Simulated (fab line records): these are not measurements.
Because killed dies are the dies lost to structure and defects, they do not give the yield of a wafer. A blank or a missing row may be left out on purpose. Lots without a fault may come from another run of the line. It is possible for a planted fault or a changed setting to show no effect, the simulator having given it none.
Chamber matching ; flow nandHarc ; NHARC_A_ZERO_WELL_ETCH_13 on rieSi-06 has 4 sister chambers
The step etches the open film in HBr/Cl2, target depth 120 nm, time 40.1 s. 16 wafers are shown with their chamber, then 8 later ones without.

## WAFERS WITH THEIR CHAMBER
wafer;chamber;heBacksideLeakSccm (sccm);oesProductAu (a.u.);throttleValvePct (%)
L627.2;1;2.88;0.982;26.409
L627.4;0;2.47;0.995;26.412
L627.5;3;3.07;0.995;26.410
L628.1;1;2.86;0.982;26.405
L628.3;3;3.03;1.004;26.409
L628.4;2;2.65;0.986;26.422
L632.2;3;2.96;1.018;26.421
L632.3;1;3.00;0.995;26.406
L632.4;0;2.50;1.013;26.388
L638.1;3;3.04;1.000;26.399
L638.3;0;2.40;0.996;26.394
L638.4;2;2.61;1.001;26.406
L644.2;3;3.16;1.008;26.397
L644.3;1;2.83;0.992;26.425
L644.5;2;3.05;1.003;26.398
L647.3;1;2.78;0.982;26.408

SIGNATURES (averages over the wafers above)
reading;chamber 0;chamber 1;chamber 2;chamber 3;scatter within a chamber
heBacksideLeakSccm;2.4567;2.8700;2.7700;3.0520;0.12
oesProductAu;1.00133;0.98660;0.99667;1.00500;0.00839
throttleValvePct;26.39800;26.41060;26.40867;26.40720;0.0102
Rule: a wafer lies at a distance from a chamber equal to the root of the sum of squares, over the readings, of (its reading less the chamber's mean, divided by the reading's scatter). If the next closest chamber is less than 2 further off than the closest, the wafer can't be placed; otherwise it belongs to the closest. How the scatter is found: for the shown wafers, subtract from each reading the mean of its chamber, square and add these, divide the total by (wafers less chambers), then take the root.

## WAFERS WHOSE CHAMBER IS MISSING
wafer;heBacksideLeakSccm (sccm);oesProductAu (a.u.);throttleValvePct (%)
L647.4;3.10;1.010;26.421
L647.6;2.88;1.000;26.394
L648.1;3.20;0.990;26.405
L648.3;2.60;1.001;26.391
L648.4;3.10;0.991;26.403
L649.1;2.96;1.001;26.426
L649.4;2.45;1.001;26.406
L649.5;3.01;1.008;26.403

## WHICH CHAMBER EACH WENT THROUGH
wafer;from the rows above;in truth
L647.4;can't be placed: 3 or 2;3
L647.6;can't be placed: 2 or 3 or 1 or 0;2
L648.1;can't be placed: 3 or 1 or 2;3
L648.3;can't be placed: 0 or 2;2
L648.4;can't be placed: 3 or 1 or 2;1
L649.1;can't be placed: 3 or 2 or 1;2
L649.4;can't be placed: 0 or 2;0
L649.5;can't be placed: 3 or 2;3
0 of 8 placed correctly. Not placeable from these rows: 8 (in 8, the candidates include the true chamber). Wrongly placed: 0.
